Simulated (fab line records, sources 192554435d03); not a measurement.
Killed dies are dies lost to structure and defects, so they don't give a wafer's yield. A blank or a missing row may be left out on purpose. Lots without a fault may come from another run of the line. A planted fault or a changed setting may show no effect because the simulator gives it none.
fab line records | flow n5_finfet
record lots=5 wafers=15 last_day=18
route steps=1938 shown BEOL_M1@760
lots that met no fault: from a run of the same line without faults
start_h: hours from the record's first day to the start of the lot's first wafer shown | wait_h: hours since the lot's step before | " the same as in the row above | L1.1+2: a row that stands for several wafers | - no value, or no start given | * or withheld: withheld | < > ~ a bound
route shown NAME@n: a module of which the file shows steps, and the number in the route of the first | usual: mean/standard deviation of fault-free wafers | same: alike in all rows | chamber/n: place in a boat | sites: the reading at each site | _std_site: their standard deviation | _edge_site: outer sites' mean less inner sites' | radius_mm: how far each site lies from the wafer's centre | mask NAME#n: copy n | behind: the tool/chamber that last shaped the wafer | hold: why the lot was held/for how many hours/how that ended | device: the transistor (n, p or np) that didn't switch | end of line: the same wafers' tests at the end of the route | a step without rows: its recipe alone | killed: dies lost to structure and defects at the first sort, not the wafer's yield | map: a wafer's dies, x killed, . not, _ none there
set.NAME: the setting as run; set.NAME@STEP: as run at that earlier step | model.NAME: the simulator's own value behind a step, which no gauge read
lots at some steps of the route; a table a step, a row a wafer
services: from which hour (start_h, from the record's first day; less than 0 if before it) a tool's chamber was out of use, for how many hours, and why
## steps
# step N5_BEOL_M1_SOFTBAKE_06
# recipe temp_c=110 time_s=60 resist=CAR-EUV
# usual plate_temp_C=110.00/0.14
# columns lot.wafer tool chamber start_h wait_h plate_temp_C
L077.3 litho_track-03 0 - - 110.09
L077.4 " 0 " " 109.90
L077.5 " 0 " " 110.15
L080.4 litho_track-05 0 - - 110.04
L080.5 " 0 " " 110.00
L080.6 " 0 " " 109.99
L086.4 litho_track-03 0 - - 109.99
L086.5 " 0 " " 110.12
L086.6 " 0 " " 110.00
L091.1 litho_track-02 0 - - 109.89
L091.3 " 0 " " 109.65
L091.6 " 0 " " 109.95
L095.1 litho_track-03 0 - - 110.17
L095.4 " 0 " " 110.01
L095.6 " 0 " " 109.95
# step N5_BEOL_M1_EXPOSE_08
# recipe mask_id=M1 na=0.33 source_shape=dipole sigma_inner=0.369 sigma_outer=0.767 polarization=unpolarized dose_mj=33
# columns lot.wafer tool chamber start_h wait_h mask
L077.3+4+5 euv_scanner-01 0 145.43 - M1#0
L080.4+5+6 euv_scanner-01 0 164.43 - M1#0
L086.4+5+6 euv_scanner-01 0 197.15 - M1#0
L091.1+3+6 euv_scanner-02 0 237.64 - M1#0
L095.1+4+6 euv_scanner-01 0 249.70 - M1#0
# step N5_BEOL_M1_PEB_09
# recipe peb_temp_c=100 peb_time_s=60 resist=CAR-EUV
# usual plate_temp_C=100.01/0.14
# same peb_time_s=60
# columns lot.wafer tool chamber start_h wait_h plate_temp_C
L077.3 litho_track-02 0 145.48 0.0 99.85
L077.4 " 0 " " 99.87
L077.5 " 0 " " 100.04
L080.4 litho_track-05 0 164.48 0.0 99.91
L080.5 " 0 " " 100.00
L080.6 " 0 " " 99.94
L086.4 litho_track-02 0 197.20 0.0 99.83
L086.5 " 0 " " 99.95
L086.6 " 0 " " 99.84
L091.1 litho_track-05 0 237.70 0.1 100.17
L091.3 " 0 " " 100.22
L091.6 " 0 " " 100.19
L095.1 litho_track-03 0 249.75 0.1 100.06
L095.4 " 0 " " 99.90
L095.6 " 0 " " 99.95
# step N5_BEOL_M1_DEVELOP_10
# recipe develop_time_s=30 developer=TMAH resist=CAR-EUV rinse_liquid=surfactant_rinse dry=air_spin dev_temp_c=23
# columns lot.wafer tool chamber start_h wait_h
L077.3+4+5 litho_track-02 0 - -
L080.4+5+6 litho_track-05 0 - -
L086.4+5+6 litho_track-02 0 - -
L091.1+3+6 litho_track-05 0 - -
L095.1+4+6 litho_track-03 0 - -
# step N5_BEOL_M1_CD_MEAS_11
# recipe target_cd_nm=17.05 landing_energy_ev=500 detector=se_inlens polarity=opening
# usual cd_nm=16.99/0.26
# columns lot.wafer tool chamber start_h wait_h cd_nm
L077.3 cd_sem-03 0 145.55 - 17.02
L077.4 " 0 " " 16.79
L077.5 " 0 " " 17.24
L080.4 cd_sem-03 0 164.55 - 16.43
L080.5 " 0 " " 17.16
L080.6 " 0 " " 16.88
L086.4 cd_sem-01 0 197.27 - 16.69
L086.5 " 0 " " 17.25
L086.6 " 0 " " 17.04
L091.1 cd_sem-01 0 237.76 - 17.47
L091.3 " 0 " " 17.33
L091.6 " 0 " " 17.24
L095.1 cd_sem-01 0 249.82 - 17.39
L095.4 " 0 " " 16.98
L095.6 " 0 " " 17.05
# step N5_BEOL_M1_OVL_MEAS_12
# recipe points_per_wafer=522
# usual M1_OVL=0.2/0.89
# columns lot.wafer tool chamber start_h wait_h M1_OVL[nm]
L077.3 overlay-01 0 145.59 0.0 1.2
L077.4 " 0 " " -0.4
L077.5 " 0 " " 1.2
L080.4 overlay-01 0 164.59 0.0 2.0
L080.5 " 0 " " 2.6
L080.6 " 0 " " 1.4
L086.4 overlay-02 0 197.31 0.0 -0.7
L086.5 " 0 " " 0.8
L086.6 " 0 " " 1.4
L091.1 overlay-02 0 237.83 0.1 1.2
L091.3 " 0 " " -1.5
L091.6 " 0 " " -0.3
L095.1 overlay-02 0 249.85 0.0 0.0
L095.4 " 0 " " -0.3
L095.6 " 0 " " 1.7
# step N5_BEOL_M1_INSPECT_13
# recipe mode=adi inspect_instrument=brightfield
# usual raw_defect_count=432/99
# columns lot.wafer tool chamber start_h wait_h raw_defect_count
L077.3 defect_inspect-02 - 145.64 0.0 352
L077.4 " - " " 439
L077.5 " - " " 360
L080.4 defect_inspect-01 - 164.63 0.0 330
L080.5 " - " " 340
L080.6 " - " " 288
L086.4 defect_inspect-01 - 197.35 0.0 409
L086.5 " - " " 310
L086.6 " - " " 327
L091.1 defect_inspect-01 - 237.89 0.1 417
L091.3 " - " " 405
L091.6 " - " " 425
L095.1 defect_inspect-02 - 249.91 0.1 552
L095.4 " - " " 503
L095.6 " - " " 381
# step N5_BEOL_M1_DESCUM_16
# recipe chemistry=O2 time_s=7 source_power_w=50 bias_power_w=20 pressure_mtorr=20 rf_frequency_hz=2.712e+07 temp_c=40 resist=CAR-EUV o2_flow_sccm=225
# usual drypump_motor_current_A=5.81/0.26 oes_product_au=0.79/0.087 rf_vpp_V=243.4/1.3 showerhead_plenum_p_Torr=2.11/0.08 throttle_valve_pct=20.38/0.29
# columns lot.wafer tool chamber start_h wait_h drypump_motor_current_A oes_product_au rf_hours_counter_h rf_vpp_V showerhead_plenum_p_Torr throttle_valve_pct
L077.3 rie_diel-05 3 145.67 0.0 5.62 0.93 12 244.6 2.12 20.27
L077.4 " 1 " " 5.90 0.73 195 245.4 2.18 20.86
L077.5 " 0 " " 5.64 0.69 - 244.0 2.13 20.15
L080.4 rie_diel-06 2 164.88 0.2 5.84 0.76 162 242.8 2.10 20.62
L080.5 " 1 " " 5.40 0.77 - 243.9 2.19 20.54
L080.6 " 0 " " 6.12 0.72 - 243.4 2.06 20.42
L086.4 rie_diel-03 1 197.55 0.2 6.36 0.72 170 244.0 2.18 20.14
L086.5 " 0 " " 5.58 0.91 - 242.8 2.15 20.36
L086.6 " 3 " " 5.45 0.79 - 242.0 2.02 20.50
L091.1 rie_diel-06 0 237.92 0.0 6.09 0.69 228 243.9 2.05 20.43
L091.3 " 1 " " 5.41 0.74 172 243.5 2.18 20.57
L091.6 " 3 " " 5.88 0.85 - 241.4 2.02 19.99
L095.1 rie_diel-06 3 250.60 0.7 5.83 0.83 77 242.3 2.02 20.00
L095.4 " 1 " " 5.40 0.75 177 244.9 2.18 20.57
L095.6 " 0 " " 6.11 0.69 - 243.1 2.05 20.43
# step N5_BEOL_M1_ETCH_74
# recipe chemistry=N2/H2 target=underlayer target_depth_a=65 mask_material=CAR-EUV time_s=5.2 ion_energy_ev=200 pressure_mtorr=30 source_w=840 bias_w=150 n2_flow_sccm=200 h2_flow_sccm=200 ends=cleared
# usual drypump_motor_current_A=5.81/0.26 etch_rf_on_time_s=5.21/0.14 oes_product_au=0.67/0.077 rf_vpp_V=524.4/2.6 showerhead_plenum_p_Torr=2.56/0.084 throttle_valve_pct=17.9/0.32
# columns lot.wafer tool chamber start_h wait_h drypump_motor_current_A etch_rf_on_time_s oes_product_au rf_hours_counter_h rf_vpp_V showerhead_plenum_p_Torr throttle_valve_pct
L077.3 rie_diel-05 3 145.70 0.0 5.65 5.02 0.81 12 527.1 2.59 17.6
L077.4 " 1 " " 5.92 5.27 0.60 195 527.3 2.63 18.2
L077.5 " 0 " " 5.64 5.32 0.57 - 524.2 2.61 17.7
L080.4 rie_diel-06 2 164.91 0.0 5.86 5.08 0.65 162 525.5 2.55 18.2
L080.5 " 1 " " 5.43 5.10 0.66 - 525.4 2.65 18.0
L080.6 " 0 " " 6.13 5.22 0.62 - 526.1 2.51 17.9
L086.4 rie_diel-03 1 197.58 0.0 6.35 5.49 0.60 170 528.0 2.64 17.6
L086.5 " 0 " " 5.61 5.10 0.78 - 526.7 2.61 17.9
L086.6 " 3 " " 5.45 5.17 0.67 - 520.4 2.47 18.1
L091.1 rie_diel-06 0 237.96 0.0 6.06 5.21 0.59 228 523.2 2.50 17.9
L091.3 " 1 " " 5.45 5.12 0.65 172 526.5 2.64 18.1
L091.6 " 3 " " 5.85 5.09 0.72 - 521.2 2.46 17.3
L095.1 rie_diel-06 3 250.64 0.0 5.86 5.07 0.71 77 521.7 2.46 17.4
L095.4 " 1 " " 5.43 5.16 0.64 177 526.5 2.64 18.1
L095.6 " 0 " " 6.11 5.28 0.59 - 520.3 2.50 17.9
# step N5_BEOL_M1_ETCH_63
# recipe chemistry=CF4 target=SiARC target_depth_a=156 mask_material=CAR-EUV time_s=26 ion_energy_ev=80 pressure_mtorr=40 source_w=545 bias_w=36 Ar_flow_sccm=100 cf4_flow_sccm=100 ends=cleared
# usual drypump_motor_current_A=5.81/0.26 etch_rf_on_time_s=25.9/0.61 oes_product_au=0.67/0.077 rf_vpp_V=184.4/1.2 showerhead_plenum_p_Torr=2.16/0.071 throttle_valve_pct=15.60/0.28
# columns lot.wafer tool chamber start_h wait_h drypump_motor_current_A etch_rf_on_time_s oes_product_au rf_hours_counter_h rf_vpp_V showerhead_plenum_p_Torr throttle_valve_pct
L077.3 rie_diel-05 3 145.72 0.0 5.63 25.2 0.80 12 186.1 2.19 15.47
L077.4 " 1 " " 5.91 25.9 0.60 195 184.8 2.22 15.92
L077.5 " 0 " " 5.63 26.7 0.57 - 184.1 2.20 15.60
L080.4 rie_diel-06 2 164.93 0.0 5.82 25.4 0.64 162 182.7 2.14 15.78
L080.5 " 1 " " 5.42 25.7 0.65 - 185.8 2.22 15.66
L080.6 " 0 " " 6.09 25.7 0.62 - 184.7 2.13 15.79
L086.4 rie_diel-03 1 197.60 0.0 6.29 27.3 0.61 170 184.6 2.21 15.32
L086.5 " 0 " " 5.59 25.2 0.76 - 184.3 2.19 15.44
L086.6 " 3 " " 5.46 25.6 0.68 - 183.5 2.07 15.68
L091.1 rie_diel-06 0 237.98 0.0 6.09 26.0 0.60 228 183.0 2.12 15.83
L091.3 " 1 " " 5.40 25.6 0.64 172 185.5 2.21 15.70
L091.6 " 3 " " 5.84 25.6 0.71 - 183.2 2.07 15.20
L095.1 rie_diel-06 3 250.65 0.0 5.84 25.5 0.72 77 182.8 2.07 15.20
L095.4 " 1 " " 5.42 25.8 0.63 177 186.4 2.21 15.72
L095.6 " 0 " " 6.10 26.2 0.60 - 183.3 2.12 15.83
# step N5_BEOL_M1_ETCH_64
# recipe chemistry=N2/H2 target=SOC target_depth_a=750 overetch_a=150 mask_material=SiARC temp_c=40 time_s=112.5 ion_energy_ev=200 pressure_mtorr=30 source_w=840 bias_w=150 n2_flow_sccm=200 h2_flow_sccm=200
# usual drypump_motor_current_A=5.82/0.26 oes_product_au=0.62/0.066 rf_vpp_V=524.3/2.6 showerhead_plenum_p_Torr=2.56/0.084 throttle_valve_pct=17.8/0.32
# columns lot.wafer tool chamber start_h wait_h drypump_motor_current_A oes_product_au rf_hours_counter_h rf_vpp_V showerhead_plenum_p_Torr throttle_valve_pct
L077.3 rie_diel-05 3 145.75 0.0 5.63 0.73 12 526.2 2.59 17.6
L077.4 " 1 " " 5.91 0.57 195 526.5 2.63 18.2
L077.5 " 0 " " 5.65 0.54 - 525.9 2.61 17.7
L080.4 rie_diel-06 2 164.96 0.0 5.83 0.59 162 524.5 2.55 18.1
L080.5 " 1 " " 5.42 0.61 - 527.0 2.65 18.0
L080.6 " 0 " " 6.14 0.57 - 521.9 2.51 17.8
L086.4 rie_diel-03 1 197.63 0.0 6.36 0.57 170 526.7 2.64 17.5
L086.5 " 0 " " 5.61 0.70 - 524.8 2.61 17.9
L086.6 " 3 " " 5.48 0.63 - 520.2 2.47 18.1
L091.1 rie_diel-06 0 238.00 0.0 6.09 0.56 228 524.1 2.50 17.9
L091.3 " 1 " " 5.40 0.60 172 526.0 2.64 18.0
L091.6 " 3 " " 5.84 0.66 - 523.0 2.46 17.3
L095.1 rie_diel-06 3 250.68 0.0 5.85 0.66 77 522.0 2.46 17.3
L095.4 " 1 " " 5.44 0.58 177 526.5 2.64 18.0
L095.6 " 0 " " 6.12 0.55 - 522.9 2.50 17.9
# step N5_BEOL_M1_STRIP_65
# recipe chemistry=N2/H2 temp_c=40 n2_flow_sccm=200 h2_flow_sccm=200 rf_frequency_hz=6e+07
# columns lot.wafer tool chamber start_h wait_h
L077.3+4+5 rie_diel-05 3,1,0 145.86 0.1
L080.4+5+6 rie_diel-06 2,1,0 165.07 0.1
L086.4+5+6 rie_diel-03 1,0,3 197.73 0.1
L091.1+3+6 rie_diel-06 0,1,3 238.11 0.1
L095.1+4+6 rie_diel-06 3,1,0 250.79 0.1
# step N5_BEOL_M1_STRIP_75
# recipe chemistry=N2/H2 temp_c=40 n2_flow_sccm=200 h2_flow_sccm=200 rf_frequency_hz=6e+07
# columns lot.wafer tool chamber start_h wait_h
L077.3+4+5 rie_diel-05 3,1,0 145.87 0.0
L080.4+5+6 rie_diel-06 2,1,0 165.08 0.0
L086.4+5+6 rie_diel-03 1,0,3 197.74 0.0
L091.1+3+6 rie_diel-06 0,1,3 238.12 0.0
L095.1+4+6 rie_diel-06 3,1,0 250.80 0.0
# step N5_BEOL_M1_STRIP_66
# recipe chemistry=CF4 resist=SiARC power_w=300 bias_power_w=75 pressure_mtorr=50 cf4_flow_sccm=150 rf_frequency_hz=6e+07
# usual drypump_motor_current_A=5.80/0.26 oes_product_au=0.77/0.082 rf_vpp_V=271.4/1.4 showerhead_plenum_p_Torr=1.81/0.06 throttle_valve_pct=13.58/0.28
# columns lot.wafer tool chamber start_h wait_h drypump_motor_current_A oes_product_au rf_hours_counter_h rf_vpp_V showerhead_plenum_p_Torr throttle_valve_pct
L077.3 rie_diel-05 3 145.88 0.0 5.63 0.91 12 272.4 1.84 13.40
L077.4 " 1 " " 5.90 0.71 195 272.7 1.85 13.89
L077.5 " 0 " " 5.60 0.66 - 271.4 1.85 13.62
L080.4 rie_diel-06 2 165.09 0.0 5.82 0.74 162 269.9 1.79 13.76
L080.5 " 1 " " 5.42 0.77 - 272.1 1.87 13.67
L080.6 " 0 " " 6.08 0.72 - 270.6 1.77 13.73
L086.4 rie_diel-03 1 197.75 0.0 6.34 0.72 170 272.8 1.85 13.29
L086.5 " 0 " " 5.64 0.87 - 272.4 1.84 13.40
L086.6 " 3 " " 5.45 0.78 - 271.4 1.73 13.68
L091.1 rie_diel-06 0 238.13 0.0 6.06 0.70 228 272.2 1.77 13.80
L091.3 " 1 " " 5.42 0.73 172 272.8 1.86 13.72
L091.6 " 3 " " 5.85 0.82 - 268.5 1.73 13.17
L095.1 rie_diel-06 3 250.81 0.0 5.84 0.82 77 270.1 1.73 13.16
L095.4 " 1 " " 5.41 0.73 177 274.0 1.86 13.73
L095.6 " 0 " " 6.10 0.70 - 269.5 1.77 13.81
# step N5_BEOL_M1_HM_OPEN_17
# recipe chemistry=Cl2/BCl3 target_depth_a=200 overetch_a=60 target=TiN mask_material=SOC ion_energy_ev=150 pressure_mtorr=10 icp_w=1000 bias_w=126 Cl2_flow_sccm=53.25 bcl3_flow_sccm=21.75 Ar_flow_sccm=25
# usual drypump_motor_current_A=5.8/0.35 oes_product_au=0.66/0.086 throttle_valve_pct=22.15/0.17
# columns lot.wafer tool chamber start_h wait_h drypump_motor_current_A oes_product_au rf_hours_counter_h throttle_valve_pct
L077.3 rie_metal-02 1 145.95 0.1 5.8 0.53 - 22.43
L077.4 " 0 " " 6.2 0.51 - 22.14
L077.5 " 1 " " 5.8 0.53 - 22.42
L080.4 rie_metal-01 1 165.16 0.1 5.7 0.68 - 22.21
L080.5 " 1 " " 5.8 0.68 - 22.22
L080.6 " 0 " " 6.4 0.66 - 21.90
L086.4 rie_metal-03 1 197.82 0.1 5.4 0.71 - 22.02
L086.5 " 1 " " 5.4 0.70 - 22.00
L086.6 " 0 " " 5.4 0.77 - 22.25
L091.1 rie_metal-03 0 238.18 0.0 5.4 0.75 10 22.26
L091.3 " 1 " " 5.4 0.69 - 22.01
L091.6 " 1 " " 5.4 0.70 - 22.03
L095.1 rie_metal-02 0 250.85 0.0 6.2 0.81 2 21.91
L095.4 " 0 " " 6.2 0.82 - 21.93
L095.6 " 0 " " 6.2 0.81 - 21.93
# step N5_BEOL_M1_STRIP_19
# recipe chemistry=O2 power_w=400 temp_c=40 pressure_mtorr=30 rf_frequency_hz=6e+07 bias_power_w=0 overash_fraction=0.2 o2_flow_sccm=225
# usual drypump_motor_current_A=5.80/0.25 oes_product_au=0.79/0.084 rf_vpp_V=3.7/0.51 showerhead_plenum_p_Torr=2.11/0.077 throttle_valve_pct=16.63/0.28
# same overash_fraction=0.2
# columns lot.wafer tool chamber start_h wait_h drypump_motor_current_A oes_product_au rf_hours_counter_h rf_vpp_V showerhead_plenum_p_Torr throttle_valve_pct
L077.3 rie_diel-05 1 146.03 0.1 5.90 0.71 195 3.8 2.19 17.06
L077.4 " 3 " " 5.61 0.91 12 3.9 2.13 16.46
L077.5 " 1 " " 5.90 0.72 - 2.9 2.19 17.07
L080.4 rie_diel-05 1 165.26 0.1 5.90 0.71 - 2.9 2.18 17.07
L080.5 " 3 " " 5.64 0.90 - 3.5 2.12 16.48
L080.6 " 2 " " 6.05 0.71 - 4.3 1.98 16.88
L086.4 rie_diel-06 1 197.91 0.1 5.41 0.77 160 3.3 2.19 16.79
L086.5 " 0 " " 6.11 0.71 - 3.5 2.06 16.74
L086.6 " 1 " " 5.41 0.76 - 3.5 2.19 16.79
L091.1 rie_diel-03 2 238.29 0.1 5.70 0.87 66 3.6 2.22 16.34
L091.3 " 0 " " 5.65 0.88 55 3.2 2.15 16.60
L091.6 " 0 " " 5.59 0.89 - 4.3 2.15 16.58
L095.1 rie_diel-06 3 251.08 0.2 5.88 0.84 77 3.3 2.02 16.27
L095.4 " 0 " " 6.06 0.69 233 3.7 2.05 16.79
L095.6 " 0 " " 6.06 0.70 - 3.5 2.05 16.77
# step N5_BEOL_M1_CD_MEAS_18
# recipe pitch_nm=36 target_cd_nm=18
# usual cd_nm=17.8/0.34
# columns lot.wafer tool chamber start_h wait_h cd_nm
L077.3 cd_sem-02 - 146.10 0.1 18.0
L077.4 " - " " 17.5
L077.5 " - " " 18.0
L080.4 cd_sem-02 - 165.31 0.0 17.9
L080.5 " - " " 17.8
L080.6 " - " " 17.6
L086.4 cd_sem-03 - 197.98 0.1 17.0
L086.5 " - " " 18.1
L086.6 " - " " 18.3
L091.1 cd_sem-03 - 238.36 0.0 18.3
L091.3 " - " " 17.9
L091.6 " - " " 18.3
L095.1 cd_sem-03 - 251.15 0.0 17.9
L095.4 " - " " 17.4
L095.6 " - " " 17.5
# step N5_BEOL_M1_COAT_67
# recipe resist=SOC temp_c=250 time_s=60 spin_rpm=1500 resist_thk_nm=60
# usual plate_temp_C=249.99/0.17
# columns lot.wafer tool chamber start_h wait_h plate_temp_C
L077.3 litho_track-02 0 146.13 0.0 249.82
L077.4 " 0 " " 249.92
L077.5 " 0 " " 249.72
L080.4 litho_track-05 0 165.35 0.0 250.29
L080.5 " 0 " " 249.92
L080.6 " 0 " " 250.25
L086.4 litho_track-05 0 198.02 0.0 249.81
L086.5 " 0 " " 249.75
L086.6 " 0 " " 249.55
L091.1 litho_track-03 0 238.40 0.0 250.09
L091.3 " 0 " " 249.62
L091.6 " 0 " " 249.85
L095.1 litho_track-02 0 251.19 0.0 250.00
L095.4 " 0 " " 250.00
L095.6 " 0 " " 250.00
# step N5_BEOL_M1_COAT_68
# recipe resist=SiARC temp_c=220 time_s=60 spin_rpm=1500 resist_thk_nm=12
# usual plate_temp_C=220.03/0.17
# columns lot.wafer tool chamber start_h wait_h plate_temp_C
L077.3 litho_track-02 0 - - 220.27
L077.4 " 0 " " 219.91
L077.5 " 0 " " 219.79
L080.4 litho_track-05 0 - - 220.26
L080.5 " 0 " " 220.11
L080.6 " 0 " " 220.43
L086.4 litho_track-05 0 - - 220.12
L086.5 " 0 " " 220.32
L086.6 " 0 " " 219.76
L091.1 litho_track-03 0 - - 219.70
L091.3 " 0 " " 219.89
L091.6 " 0 " " 219.99
L095.1 litho_track-02 0 - - 220.13
L095.4 " 0 " " 220.24
L095.6 " 0 " " 220.38
# step N5_BEOL_M1_COAT_76
# recipe resist=underlayer temp_c=205 time_s=60 spin_rpm=1500 resist_thk_nm=5
# usual plate_temp_C=204.96/0.16
# columns lot.wafer tool chamber start_h wait_h plate_temp_C
L077.3 litho_track-02 0 - - 204.91
L077.4 " 0 " " 205.00
L077.5 " 0 " " 205.09
L080.4 litho_track-05 0 - - 205.07
L080.5 " 0 " " 205.21
L080.6 " 0 " " 205.08
L086.4 litho_track-05 0 - - 205.08
L086.5 " 0 " " 204.81
L086.6 " 0 " " 204.74
L091.1 litho_track-03 0 - - 204.83
L091.3 " 0 " " 205.27
L091.6 " 0 " " 204.88
L095.1 litho_track-02 0 - - 205.20
L095.4 " 0 " " 205.13
L095.6 " 0 " " 205.06
# step N5_BEOL_M1_COAT_22
# recipe resist=CAR-EUV spin_rpm=1500 resist_thk_nm=30
# columns lot.wafer tool chamber start_h wait_h
L077.3+4+5 litho_track-02 0 - -
L080.4+5+6 litho_track-05 0 - -
L086.4+5+6 litho_track-05 0 - -
L091.1+3+6 litho_track-03 0 - -
L095.1+4+6 litho_track-02 0 - -
# step N5_BEOL_M1_EBR_24
# recipe solvent=PGMEA ebr_width_mm=1.5
# columns lot.wafer tool chamber start_h wait_h
L077.3+4+5 litho_track-02 0 - -
L080.4+5+6 litho_track-05 0 - -
L086.4+5+6 litho_track-05 0 - -
L091.1+3+6 litho_track-03 0 - -
L095.1+4+6 litho_track-02 0 - -
# step N5_BEOL_M1_SOFTBAKE_23
# recipe temp_c=110 time_s=60 resist=CAR-EUV
# usual plate_temp_C=110.01/0.14
# columns lot.wafer tool chamber start_h wait_h plate_temp_C
L077.3 litho_track-02 0 - - 110.13
L077.4 " 0 " " 110.05
L077.5 " 0 " " 110.14
L080.4 litho_track-05 0 - - 110.16
L080.5 " 0 " " 109.89
L080.6 " 0 " " 109.94
L086.4 litho_track-05 0 - - 109.86
L086.5 " 0 " " 109.96
L086.6 " 0 " " 110.04
L091.1 litho_track-03 0 - - 109.74
L091.3 " 0 " " 109.91
L091.6 " 0 " " 110.02
L095.1 litho_track-02 0 - - 109.99
L095.4 " 0 " " 110.00
L095.6 " 0 " " 109.98
# step N5_BEOL_M1_EXPOSE_25
# recipe mask_id=V0 na=0.33 source_shape=quasar sigma_inner=0.2 sigma_outer=0.8 polarization=unpolarized defocus_nm=5 target_cd_nm=24 dose_mj=63
# columns lot.wafer tool chamber start_h wait_h mask
L077.3+4+5 euv_scanner-01 0 146.29 - V0#0
L080.4+5+6 euv_scanner-02 0 165.64 - V0#0
L086.4+5+6 euv_scanner-02 0 198.18 - V0#0
L091.1+3+6 euv_scanner-01 0 238.66 - V0#0
L095.1+4+6 euv_scanner-02 0 251.33 - V0#0
# step N5_BEOL_M1_PEB_26
# recipe peb_temp_c=100 peb_time_s=60 resist=CAR-EUV
# usual plate_temp_C=100.01/0.13
# same peb_time_s=60
# columns lot.wafer tool chamber start_h wait_h plate_temp_C
L077.3 litho_track-03 0 146.35 0.1 100.09
L077.4 " 0 " " 99.92
L077.5 " 0 " " 99.91
L080.4 litho_track-02 0 165.69 0.0 100.01
L080.5 " 0 " " 100.08
L080.6 " 0 " " 100.17
L086.4 litho_track-05 0 198.23 0.0 100.10
L086.5 " 0 " " 100.00
L086.6 " 0 " " 99.84
L091.1 litho_track-02 0 238.74 0.1 99.78
L091.3 " 0 " " 99.83
L091.6 " 0 " " 99.77
L095.1 litho_track-02 0 251.40 0.1 99.91
L095.4 " 0 " " 100.11
L095.6 " 0 " " 100.04
# step N5_BEOL_M1_DEVELOP_27
# recipe develop_time_s=30 developer=TMAH resist=CAR-EUV rinse_liquid=surfactant_rinse dry=air_spin dev_temp_c=23
# columns lot.wafer tool chamber start_h wait_h
L077.3+4+5 litho_track-03 0 - -
L080.4+5+6 litho_track-02 0 - -
L086.4+5+6 litho_track-05 0 - -
L091.1+3+6 litho_track-02 0 - -
L095.1+4+6 litho_track-02 0 - -
# step N5_BEOL_M1_CD_MEAS_28
# recipe landing_energy_ev=500 detector=se_inlens target_cd_y_nm=23.3
# usual cd_nm=24.11/0.26
# columns lot.wafer tool chamber start_h wait_h cd_nm
L077.3 cd_sem-01 0 146.42 - 24.24
L077.4 " 0 " " 24.61
L077.5 " 0 " " 24.13
L080.4 cd_sem-02 0 165.76 - 23.91
L080.5 " 0 " " 23.95
L080.6 " 0 " " 24.01
L086.4 cd_sem-01 0 198.30 - 23.63
L086.5 " 0 " " 24.17
L086.6 " 0 " " 23.97
L091.1 cd_sem-02 0 238.80 - 24.25
L091.3 " 0 " " 23.88
L091.6 " 0 " " 24.51
L095.1 cd_sem-01 0 251.47 - 24.11
L095.4 " 0 " " 23.95
L095.6 " 0 " " 24.38
# step N5_BEOL_M1_OVL_MEAS_29
# recipe points_per_wafer=522
# usual V0_OVL=0.0/0.67
# columns lot.wafer tool chamber start_h wait_h V0_OVL[nm]
L077.3 overlay-01 0 146.46 0.0 -0.7
L077.4 " 0 " " 0.6
L077.5 " 0 " " -0.3
L080.4 overlay-02 0 165.80 0.0 0.4
L080.5 " 0 " " 0.0
L080.6 " 0 " " 0.1
L086.4 overlay-02 0 198.35 0.0 0.4
L086.5 " 0 " " -0.1
L086.6 " 0 " " 0.3
L091.1 overlay-02 0 238.83 0.0 -0.4
L091.3 " 0 " " 0.2
L091.6 " 0 " " 1.0
L095.1 overlay-02 0 251.50 0.0 0.8
L095.4 " 0 " " 0.1
L095.6 " 0 " " -0.2
# step N5_BEOL_M1_INSPECT_30
# recipe mode=adi inspect_instrument=brightfield
# usual raw_defect_count=434/89
# columns lot.wafer tool chamber start_h wait_h raw_defect_count
L077.3 defect_inspect-02 - 146.51 0.0 364
L077.4 " - " " 451
L077.5 " - " " 366
L080.4 defect_inspect-02 - 165.85 0.0 343
L080.5 " - " " 354
L080.6 " - " " 322
L086.4 defect_inspect-01 - 198.39 0.0 422
L086.5 " - " " 306
L086.6 " - " " 347
L091.1 defect_inspect-02 - 238.89 0.1 461
L091.3 " - " " 452
L091.6 " - " " 476
L095.1 defect_inspect-02 - 251.56 0.1 541
L095.4 " - " " 483
L095.6 " - " " 377
# step N5_BEOL_M1_DESCUM_33
# recipe chemistry=O2 time_s=7 source_power_w=50 bias_power_w=20 pressure_mtorr=20 rf_frequency_hz=2.712e+07 temp_c=40 resist=CAR-EUV o2_flow_sccm=225
# usual drypump_motor_current_A=5.78/0.24 oes_product_au=0.79/0.086 rf_vpp_V=243.4/1.3 showerhead_plenum_p_Torr=2.10/0.078 throttle_valve_pct=20.41/0.29
# columns lot.wafer tool chamber start_h wait_h drypump_motor_current_A oes_product_au rf_hours_counter_h rf_vpp_V showerhead_plenum_p_Torr throttle_valve_pct
L077.3 rie_diel-05 2 146.54 0.0 6.02 0.72 187 240.6 1.98 20.55
L077.4 " 3 " " 5.63 0.91 12 243.6 2.12 20.27
L077.5 " 3 " " 5.63 0.92 - 243.5 2.12 20.26
L080.4 rie_diel-03 2 165.88 0.0 5.72 0.90 43 245.2 2.22 20.03
L080.5 " 3 " " 5.48 0.80 - 242.6 2.02 20.50
L080.6 " 2 " " 5.72 0.90 - 245.0 2.22 20.04
L086.4 rie_diel-06 3 198.42 0.0 5.82 0.86 59 241.3 2.03 19.98
L086.5 " 2 " " 5.84 0.75 - 242.6 2.09 20.62
L086.6 " 3 " " 5.83 0.86 - 242.3 2.03 19.97
L091.1 rie_diel-05 1 238.93 0.0 5.92 0.69 226 243.5 2.17 20.89
L091.3 " 2 " " 6.03 0.69 218 241.7 1.97 20.60
L091.6 " 3 " " 5.61 0.86 - 243.0 2.11 20.33
L095.1 rie_diel-03 1 251.59 0.0 6.33 0.70 187 243.8 2.18 20.16
L095.4 " 0 " " 5.63 0.87 59 244.2 2.15 20.36
L095.6 " 3 " " 5.45 0.77 - 241.6 2.01 20.55
## services
# columns tool chamber start_h hours kind
euv_scanner-01 - 130.85 0.8 repair
euv_scanner-01 - 132.69 1.0 pm
litho_track-03 - 132.74 - consumable_replace:filter
euv_scanner-02 - 152.77 1.0 pm
rie_diel-05 0 154.46 - clean
rie_diel-05 0 154.46 - consumable_replace:focus_ring
rie_diel-05 0 154.46 21.4 scheduled_down
rie_diel-05 0 154.46 21.4 vent_cycle
rie_diel-03 - 157.42 0.6 repair
euv_scanner-02 - 158.39 0.4 repair
euv_scanner-02 - 159.44 0.4 repair
euv_scanner-02 - 172.92 4.6 pm
euv_scanner-01 0 173.44 - calibration
rie_diel-03 3 181.91 13.3 repair
litho_track-03 - 182.73 - consumable_replace:filter
euv_scanner-01 - 188.84 1.0 pm
litho_track-05 - 198.73 - consumable_replace:filter
rie_diel-05 3 199.25 6.7 repair
euv_scanner-02 0 200.40 - calibration
euv_scanner-02 - 208.92 1.0 pm
rie_metal-02 - 210.06 10.0 pm
rie_diel-05 - 215.61 0.7 repair
rie_diel-05 3 239.24 9.6 repair
euv_scanner-01 - 244.99 1.0 pm
## key
fault none
